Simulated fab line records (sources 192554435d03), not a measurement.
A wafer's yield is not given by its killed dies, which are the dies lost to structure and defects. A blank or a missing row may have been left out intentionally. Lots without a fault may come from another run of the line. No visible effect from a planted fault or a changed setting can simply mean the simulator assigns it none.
Chamber matching + flow n5Finfet + pecvd-04 running N5_BEOL_M10_PECVD_70: 3 sister chambers
The step deposits SiO2 from TEOS/O2, target thk 20 nm, time 22.7 s. 3 wafers are shown with their chamber, then 11 later ones without.

## WAFERS, EACH WITH ITS CHAMBER
| wafer  | chamber | throttleValvePct (%) |
|--------|---------|----------------------|
| L088.2 | 0       | 25.6                 |
| L088.5 | 1       | 21.2                 |
| L091.1 | 2       | 21.2                 |

## WAFERS WHOSE CHAMBER IS MISSING
| wafer  | throttleValvePct (%) |
|--------|----------------------|
| L091.5 | 25.7                 |
| L091.6 | 21.4                 |
| L093.1 | 21.2                 |
| L093.4 | 21.4                 |
| L093.6 | 26.0                 |
| L095.3 | 26.0                 |
| L095.5 | 21.3                 |
| L095.6 | 25.6                 |
| L096.1 | 21.2                 |
| L096.4 | 21.2                 |
| L096.5 | 25.6                 |

## WHICH CHAMBER EACH ONE RAN IN
| wafer  | from the rows above     | in truth |
|--------|-------------------------|----------|
| L091.5 | 0                       | 0        |
| L091.6 | can't be placed: 1 or 2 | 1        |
| L093.1 | can't be placed: 1 or 2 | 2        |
| L093.4 | can't be placed: 1 or 2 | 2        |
| L093.6 | 0                       | 0        |
| L095.3 | 0                       | 0        |
| L095.5 | can't be placed: 1 or 2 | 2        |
| L095.6 | 0                       | 0        |
| L096.1 | can't be placed: 1 or 2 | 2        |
| L096.4 | can't be placed: 1 or 2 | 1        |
| L096.5 | 0                       | 0        |
5 of 11 placed correctly. Can't be placed from these rows: 6 (the true chamber is among the candidates in 6). 0 placed wrongly.
How it was worked out, from the rows above alone: a wafer's distance from a chamber is the root of the sum, over the readings, of the square of ((its reading less the chamber's mean) divided by the reading's scatter). If the next closest chamber is less than 2 further off than the closest, the wafer can't be placed; otherwise it belongs to the closest. Each chamber's mean is taken over the wafers shown for it. The scatter: root of mean squared gap, hidden wafer to nearest shown wafer, with one shown wafer a chamber.
